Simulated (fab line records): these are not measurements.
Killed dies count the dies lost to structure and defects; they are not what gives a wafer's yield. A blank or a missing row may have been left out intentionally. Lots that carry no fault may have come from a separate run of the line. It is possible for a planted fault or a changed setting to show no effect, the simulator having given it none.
Which of the tools did it? || flow nand harc || Sampling: 14 lots, 42 wafers, 4 of 1302 route steps

== WHAT THE GAUGES READ, wafer by wafer ==
NHARC_A_SOURCE_PLATE_THK_MEAS_06: measures by ellipsometry. Usual: 199.6 nm for thk nm, sd 2.5.
{"lot": "L318", "measured": "day 7 23:39", "on": "film metro-02", "thk nm (nm)": "200.4 200.1 198.6", "flag": ""}
{"lot": "L319", "measured": "day 8 02:56", "on": "film metro-02", "thk nm (nm)": "198.6 199.0 197.7", "flag": ""}
{"lot": "L320", "measured": "day 8 11:49", "on": "film metro-01", "thk nm (nm)": "201.3 200.7 201.9", "flag": ""}
{"lot": "L321", "measured": "day 9 06:58", "on": "film metro-02", "thk nm (nm)": "202.2 201.7 201.6", "flag": ""}
{"lot": "L322", "measured": "day 9 06:58", "on": "film metro-01", "thk nm (nm)": "201.5 202.0 199.5", "flag": ""}
{"lot": "L323", "measured": "day 10 01:00", "on": "film metro-01", "thk nm (nm)": "202.9 200.9 202.3", "flag": ""}
{"lot": "L324", "measured": "day 10 09:20", "on": "film metro-01", "thk nm (nm)": "197.2 196.1 198.0", "flag": ""}
{"lot": "L325", "measured": "day 10 17:41", "on": "film metro-01", "thk nm (nm)": "198.4 199.7 201.4", "flag": ""}
{"lot": "L326", "measured": "day 11 02:32", "on": "film metro-01", "thk nm (nm)": "197.0 201.1 198.3", "flag": ""}
{"lot": "L335", "measured": "day 14 20:36", "on": "film metro-01", "thk nm (nm)": "196.3 194.5 199.0", "flag": ""}
{"lot": "L336", "measured": "day 15 04:38", "on": "film metro-01", "thk nm (nm)": "201.8 202.6 205.7", "flag": ""}
{"lot": "L339", "measured": "day 16 07:16", "on": "film metro-02", "thk nm (nm)": "198.9 201.3 198.9", "flag": ""}
{"lot": "L338", "measured": "day 16 07:16", "on": "film metro-01", "thk nm (nm)": "195.1 196.5 196.1", "flag": ""}
{"lot": "L340", "measured": "day 16 18:02", "on": "film metro-01", "thk nm (nm)": "201.3 205.8 205.1", "flag": ""}

NHARC_A_ONON_D1_THK_MEAS_05: measures by ellipsometry. Usual: 1001 nm for thk nm, sd 12.
{"lot": "L318", "measured": "day 8 00:51", "on": "film metro-02", "thk nm (nm)": "1007 1009 1009", "flag": ""}
{"lot": "L319", "measured": "day 8 04:11", "on": "film metro-01", "thk nm (nm)": "985 987 987", "flag": ""}
{"lot": "L320", "measured": "day 8 13:05", "on": "film metro-02", "thk nm (nm)": "992 995 996", "flag": ""}
{"lot": "L321", "measured": "day 9 08:11", "on": "film metro-01", "thk nm (nm)": "999 998 999", "flag": ""}
{"lot": "L322", "measured": "day 9 08:11", "on": "film metro-02", "thk nm (nm)": "1000 998 998", "flag": ""}
{"lot": "L323", "measured": "day 10 02:16", "on": "film metro-02", "thk nm (nm)": "1000 1000 1000", "flag": ""}
{"lot": "L324", "measured": "day 10 10:34", "on": "film metro-01", "thk nm (nm)": "995 994 993", "flag": ""}
{"lot": "L325", "measured": "day 10 18:53", "on": "film metro-01", "thk nm (nm)": "982 984 983", "flag": ""}
{"lot": "L326", "measured": "day 11 03:45", "on": "film metro-02", "thk nm (nm)": "1020 1021 1020", "flag": ""}
{"lot": "L335", "measured": "day 14 21:48", "on": "film metro-01", "thk nm (nm)": "981 981 981", "flag": ""}
{"lot": "L336", "measured": "day 15 05:52", "on": "film metro-02", "thk nm (nm)": "1008 1006 1007", "flag": ""}
{"lot": "L339", "measured": "day 16 08:28", "on": "film metro-01", "thk nm (nm)": "1027 1027 1027", "flag": ""}
{"lot": "L338", "measured": "day 16 08:29", "on": "film metro-02", "thk nm (nm)": "1004 1007 1006", "flag": ""}
{"lot": "L340", "measured": "day 16 19:36", "on": "film metro-01", "thk nm (nm)": "999 996 1000", "flag": ""}

NHARC_A_ONON_D1_THK_MEAS_18: measures by ellipsometry. Usual: 998 nm for thk nm, sd 9.8.
{"lot": "L318", "measured": "day 8 12:16", "on": "film metro-01", "thk nm (nm)": "1003 1004 1004", "flag": ""}
{"lot": "L319", "measured": "day 8 12:16", "on": "film metro-02", "thk nm (nm)": "998 1000 998", "flag": ""}
{"lot": "L320", "measured": "day 8 22:34", "on": "film metro-02", "thk nm (nm)": "987 987 986", "flag": ""}
{"lot": "L321", "measured": "day 9 17:59", "on": "film metro-02", "thk nm (nm)": "1007 1007 1008", "flag": ""}
{"lot": "L322", "measured": "day 9 17:58", "on": "film metro-01", "thk nm (nm)": "1004 1003 1005", "flag": ""}
{"lot": "L323", "measured": "day 10 13:51", "on": "film metro-01", "thk nm (nm)": "1002 1003 1002", "flag": ""}
{"lot": "L324", "measured": "day 10 21:49", "on": "film metro-01", "thk nm (nm)": "989 989 991", "flag": ""}
{"lot": "L325", "measured": "day 11 04:24", "on": "film metro-02", "thk nm (nm)": "1000 1000 998", "flag": ""}
{"lot": "L326", "measured": "day 11 14:40", "on": "film metro-01", "thk nm (nm)": "1004 1004 1005", "flag": ""}
{"lot": "L335", "measured": "day 15 09:06", "on": "film metro-01", "thk nm (nm)": "1057 1056 1057", "flag": "OFF"}
{"lot": "L336", "measured": "day 15 15:18", "on": "film metro-02", "thk nm (nm)": "1081 1082 1082", "flag": "OFF"}
{"lot": "L339", "measured": "day 16 17:59", "on": "film metro-01", "thk nm (nm)": "994 996 993", "flag": ""}
{"lot": "L338", "measured": "day 16 18:01", "on": "film metro-01", "thk nm (nm)": "1006 1007 1005", "flag": ""}
{"lot": "L340", "measured": "day 17 05:13", "on": "film metro-02", "thk nm (nm)": "1005 1003 1004", "flag": ""}

== WHAT TOOL EACH LOT RAN ON (gives the tool, then ch and the chambers of the sampled wafers, and finally the start) ==
{"lot": "L318", "NHARC_A_ONON_D1_DEP_16": "pecvd onon-02 ch 0, day 8 11:45"}
{"lot": "L319", "NHARC_A_ONON_D1_DEP_16": "pecvd onon-03 ch 0, day 8 11:52"}
{"lot": "L320", "NHARC_A_ONON_D1_DEP_16": "pecvd onon-03 ch 0, day 8 22:11"}
{"lot": "L321", "NHARC_A_ONON_D1_DEP_16": "pecvd onon-01 ch 0, day 9 17:31"}
{"lot": "L322", "NHARC_A_ONON_D1_DEP_16": "pecvd onon-03 ch 0, day 9 17:38"}
{"lot": "L323", "NHARC_A_ONON_D1_DEP_16": "pecvd onon-02 ch 0, day 10 13:20"}
{"lot": "L324", "NHARC_A_ONON_D1_DEP_16": "pecvd onon-02 ch 0, day 10 21:19"}
{"lot": "L325", "NHARC_A_ONON_D1_DEP_16": "pecvd onon-03 ch 0, day 11 03:53"}
{"lot": "L326", "NHARC_A_ONON_D1_DEP_16": "pecvd onon-03 ch 0, day 11 14:10"}
{"lot": "L335", "NHARC_A_ONON_D1_DEP_16": "pecvd onon-02 ch 0, day 15 08:35"}
{"lot": "L336", "NHARC_A_ONON_D1_DEP_16": "pecvd onon-02 ch 0, day 15 14:48"}
{"lot": "L339", "NHARC_A_ONON_D1_DEP_16": "pecvd onon-03 ch 0, day 16 17:28"}
{"lot": "L338", "NHARC_A_ONON_D1_DEP_16": "pecvd onon-01 ch 0, day 16 17:30"}
{"lot": "L340", "NHARC_A_ONON_D1_DEP_16": "pecvd onon-03 ch 0, day 17 04:42"}
- NHARC_A_ONON_D1_DEP_16: target thk 1000 nm.

== WHAT THE TOOLS THEMSELVES READ (means of the sampled wafers that have a number; where no wafer has one, the mark that the record gives instead) ==
NHARC_A_ONON_D1_DEP_16. Usual: 500.1 sccm for nh3 flow sccm, sd 1.3.
{"lot": "L318", "tool": "pecvd onon-02", "nh3 flow sccm (sccm)": 500.1, "flag": ""}
{"lot": "L319", "tool": "pecvd onon-03", "nh3 flow sccm (sccm)": 500.4, "flag": ""}
{"lot": "L320", "tool": "pecvd onon-03", "nh3 flow sccm (sccm)": 500.0, "flag": ""}
{"lot": "L321", "tool": "pecvd onon-01", "nh3 flow sccm (sccm)": 498.9, "flag": ""}
{"lot": "L322", "tool": "pecvd onon-03", "nh3 flow sccm (sccm)": 499.2, "flag": ""}
{"lot": "L323", "tool": "pecvd onon-02", "nh3 flow sccm (sccm)": 499.4, "flag": ""}
{"lot": "L324", "tool": "pecvd onon-02", "nh3 flow sccm (sccm)": 500.5, "flag": ""}
{"lot": "L325", "tool": "pecvd onon-03", "nh3 flow sccm (sccm)": 499.3, "flag": ""}
{"lot": "L326", "tool": "pecvd onon-03", "nh3 flow sccm (sccm)": 500.6, "flag": ""}
{"lot": "L335", "tool": "pecvd onon-02", "nh3 flow sccm (sccm)": 500.7, "flag": ""}
{"lot": "L336", "tool": "pecvd onon-02", "nh3 flow sccm (sccm)": 501.7, "flag": ""}
{"lot": "L339", "tool": "pecvd onon-03", "nh3 flow sccm (sccm)": 502.1, "flag": ""}
{"lot": "L338", "tool": "pecvd onon-01", "nh3 flow sccm (sccm)": 498.5, "flag": ""}
{"lot": "L340", "tool": "pecvd onon-03", "nh3 flow sccm (sccm)": 499.1, "flag": ""}

== THE ANSWER, worked out from the rows above alone ==
Rule: take the mean of a lot's wafers that have a number; if it is more than 3 standard deviations from the usual mean, the lot is off. A lot without any number at a reading at which 4 lots or more have one is off too. The other lots that the step has rows for count as sound. After the gauges, taken in route order, come the tools' own readings; for these a lot's mean is taken, as printed above. The first step at which some lot is off is used, and at that step the reading that is off furthest; a lot without a number counts as furthest.
Off at NHARC_A_ONON_D1_THK_MEAS_18 (thk nm): L335, L336.
A tool fits if, at a process step before that reading, it ran every lot that is off, and no sound lot after the first of them. The gauges at NHARC_A_ONON_D1_THK_MEAS_18 are tried like those tools. One candidate fits, namely pecvd onon-02 at NHARC_A_ONON_D1_DEP_16. Its last sound lot is L324 (day 10 21:19), its first lot that is off L335 (day 15 08:35): a fault that began between those two fits.

== WHAT HAD BEEN PUT IN BY THE SIMULATOR ==
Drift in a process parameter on pecvd onon-02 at NHARC_A_ONON_D1_DEP_16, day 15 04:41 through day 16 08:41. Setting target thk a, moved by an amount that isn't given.
Struck lots among those shown: L335, L336. The rule above found the same.
